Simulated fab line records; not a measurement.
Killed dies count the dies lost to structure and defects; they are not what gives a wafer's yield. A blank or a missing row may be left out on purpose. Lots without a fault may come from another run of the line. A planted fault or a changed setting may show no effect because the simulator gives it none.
Matching of chambers -- flow n5Finfet -- rieDiel-03 running N5_MOL_CONTACT_COAG_ETCH_66: 4 sister chambers
The step etches SiARC in CF4, target depth 13 nm, time 21.7 s. 4 wafers are shown with their chamber, then 9 later ones without.

## EACH WAFER AND ITS CHAMBER
wafer,chamber,drypumpMotorCurrentA (A)
L090.5,3,5.2
L090.6,1,5.8
L093.2,0,5.3
L093.6,2,6.3

## WAFERS WITHOUT THEIR CHAMBER
wafer,drypumpMotorCurrentA (A)
L076.2,5.8
L076.3,6.2
L076.5,5.2
L095.1,5.1
L095.3,6.3
L095.6,5.8
L096.1,5.3
L096.3,6.3
L096.4,5.8

## THE CHAMBER EACH PASSED THROUGH
wafer,from the rows above,in truth
L076.2,1,1
L076.3,2,2
L076.5,3,3
L095.1,3,3
L095.3,2,2
L095.6,1,1
L096.1,0,0
L096.3,2,2
L096.4,1,1
Correct placement for 9 of the 9. From these rows, 0 cannot be placed. Wrongly placed: 0.
How it was worked out, from the rows above alone: a wafer's distance from a chamber is the root of the sum, over the readings, of the square of ((its reading less the chamber's mean) divided by the reading's scatter). The wafer belongs to the nearest chamber; if the next one is less than 2 further off, it can't be placed. Each chamber's mean is taken over the wafers shown for it. The scatter: root of mean squared gap, hidden wafer to nearest shown wafer, with one shown wafer a chamber.
